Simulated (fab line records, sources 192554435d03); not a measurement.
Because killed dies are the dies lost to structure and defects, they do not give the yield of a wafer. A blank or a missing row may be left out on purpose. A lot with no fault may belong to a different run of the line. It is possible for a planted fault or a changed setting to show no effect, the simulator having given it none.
Which tool did it? ; flow n5-finfet ; 11 lots, 32 wafers sampled, at 3 steps of a route of 1938

## WHAT EACH GAUGE READ, for each wafer
N5_BEOL_M14_CD_MEAS_28: target cd 284.4 nm.
lot;measured;on;cd-nm (nm)
L461;day 10 22:02;cd-sem-03;281.7 286.2 285.6
L462;day 11 11:52;cd-sem-01;285.0 284.6
L464;day 12 09:38;cd-sem-01;287.8 283.5 282.9
L467;day 13 07:58;cd-sem-02;284.6 283.2 284.3
L470;day 13 09:05;cd-sem-02;288.7 286.2 285.9
L468;day 13 09:17;cd-sem-03;284.0 283.8 286.9
L469;day 13 09:46;cd-sem-02;288.0 286.6 286.1
L472;day 13 21:38;cd-sem-01;285.2 287.9 282.6
L471;day 14 00:28;cd-sem-03;280.0 283.6 284.7
L479;day 15 07:59;cd-sem-03;289.5 285.6 289.6
L482;day 16 04:04;cd-sem-03;279.2 283.9 284.4

N5_BEOL_M14_OCD_MEAS_35.
lot;measured;on;trench-depth-nm (nm)
L461;day 10 22:44;ocd-01;559 527 588
L462;day 11 12:35;ocd-02;585 570
L464;day 12 10:20;ocd-02;575 550 584
L467;day 13 09:23;ocd-01;546 529 569
L470;day 13 09:58;ocd-02;571 534 542
L468;day 13 10:08;ocd-01;579 595 581
L469;day 13 10:28;ocd-02;539 532 575
L472;day 13 22:20;ocd-02;537 540 542
L471;day 14 01:10;ocd-01;519 578 594
L479;day 15 09:08;ocd-02;546 542 550
L482;day 16 04:46;ocd-02;537 577 580

## EACH LOT AND THE TOOL THAT RAN IT (in order: tool; ch and the chambers of the sampled wafers; start)
lot;N5_BEOL_M14_STRIP_63
L461;rie-diel-06 ch 0,1,2, day 10 22:02 or earlier
L462;rie-diel-04 ch 2,3, day 11 11:52 or earlier
L464;rie-diel-06 ch 1,2,3, day 12 09:38 or earlier
L467;rie-diel-01 ch 0,2,3, day 13 07:58 or earlier
L470;rie-diel-04 ch 0,1, day 13 09:05 or earlier
L468;rie-diel-01 ch 1,2, day 13 09:17 or earlier
L469;rie-diel-06 ch 0,1, day 13 09:46 or earlier
L472;rie-diel-01 ch 2,3, day 13 21:38 or earlier
L471;rie-diel-04 ch 0,2,3, day 14 00:28 or earlier
L479;rie-diel-01 ch 1,2, day 15 07:59 or earlier
L482;rie-diel-04 ch 1,3, day 16 04:04 or earlier
- N5_BEOL_M14_STRIP_63: strips in O2.

## WHAT THE TOOLS THEMSELVES READ (means of the sampled wafers that have a number; where no wafer has one, the mark that the record gives instead)
N5_BEOL_M14_STRIP_63.
lot;tool;drypump-motor-current-A (A);oes-product-au (a.u.);rf-vpp-V (V);showerhead-plenum-p-Torr (Torr);throttle-valve-pct (%)
L461;rie-diel-06;5.7;0.87;3.3;2.08;16.44
L462;rie-diel-04;5.8;0.73;2.5;2.08;16.42
L464;rie-diel-06;5.9;0.84;3.9;2.10;16.58
L467;rie-diel-01;5.5;0.83;3.1;2.16;16.74
L470;rie-diel-04;5.9;0.77;3.4;2.11;16.55
L468;rie-diel-01;5.6;0.77;3.3;2.18;17.00
L469;rie-diel-06;5.8;0.86;3.4;2.08;16.33
L472;rie-diel-01;5.8;0.85;3.6;2.18;16.79
L471;rie-diel-04;6.0;0.75;4.0;2.09;16.48
L479;rie-diel-01;5.7;0.90;3.1;2.19;16.74
L482;rie-diel-04;5.9;0.79;4.3;2.03;16.54

## THE ANSWER, worked out from the rows above alone
Rule: what is usual is taken from the lots themselves. Put in order of their means at a reading, lots are off if they are a third of the lots or fewer, leave a main group of 4 or more, and stand apart from it by a gap of 3 or more times the standard deviation of the main group's means; of several such gaps the widest counts. Not used: any main group whose means are identical at the precision the tables above print for the reading. Also off: a lot with no number at a reading for which 4 or more lots have one. The other lots that the step has rows for count as sound. First the gauges in route order, then the tools' own readings, where a lot's mean is used as printed above. At the first step where some lot is off, the reading lying furthest off is the one used; lots without a number count as furthest.
Nothing can be told from this: no lot is off at any reading shown.

## WHAT WAS PUT IN BY THE SIMULATOR
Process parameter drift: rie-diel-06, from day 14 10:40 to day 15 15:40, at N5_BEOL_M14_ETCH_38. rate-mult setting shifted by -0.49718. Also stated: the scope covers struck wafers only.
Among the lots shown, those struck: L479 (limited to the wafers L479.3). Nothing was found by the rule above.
